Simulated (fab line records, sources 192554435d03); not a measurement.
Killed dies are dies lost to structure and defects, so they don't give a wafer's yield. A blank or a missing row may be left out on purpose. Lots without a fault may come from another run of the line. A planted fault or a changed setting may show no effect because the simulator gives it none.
Chamber matching | flow n5_finfet | N5_FIN_CUT_ETCH_20 on rie_diel-01: 4 sister chambers
The step etches SiARC in CF4, target depth 26 nm, time 43.3 s. 4 wafers are shown with their chamber, then 12 later ones without.

WAFERS WITH THEIR CHAMBER
wafer  | chamber | showerhead_plenum_p_Torr (Torr)
L089.3 | 1       | 2.13
L089.4 | 2       | 2.22
L089.5 | 3       | 2.05
L089.6 | 0       | 2.15

WAFERS WITHOUT THEIR CHAMBER
wafer  | showerhead_plenum_p_Torr (Torr)
L090.2 | 2.15
L090.3 | 2.22
L090.4 | 2.05
L094.1 | 2.13
L094.2 | 2.14
L094.3 | 2.05
L095.1 | 2.05
L095.4 | 2.13
L095.5 | 2.05
L096.3 | 2.14
L096.5 | 2.21
L096.6 | 2.05

WHICH CHAMBER EACH WENT THROUGH
wafer  | from the rows above     | in truth
L090.2 | 0                       | 0
L090.3 | 2                       | 2
L090.4 | 3                       | 3
L094.1 | 1                       | 1
L094.2 | can't be placed: 0 or 1 | 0
L094.3 | 3                       | 3
L095.1 | 3                       | 3
L095.4 | 1                       | 1
L095.5 | 3                       | 3
L096.3 | can't be placed: 0 or 1 | 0
L096.5 | 2                       | 2
L096.6 | 3                       | 3
Placed correctly: 10 of 12. Can't be placed from these rows: 2 (the true chamber is among the candidates in 2). Placed wrongly: 0.
How it was worked out, from the rows above alone: a wafer's distance from a chamber is the root of the sum, over the readings, of the square of ((its reading less the chamber's mean) divided by the reading's scatter). The wafer belongs to the nearest chamber; if the next one is less than 2 further off, it can't be placed. A chamber's mean is the mean of its shown wafers. The scatter: with one shown wafer a chamber, the root of the mean of the squares of how far each hidden wafer lies from its nearest shown one.
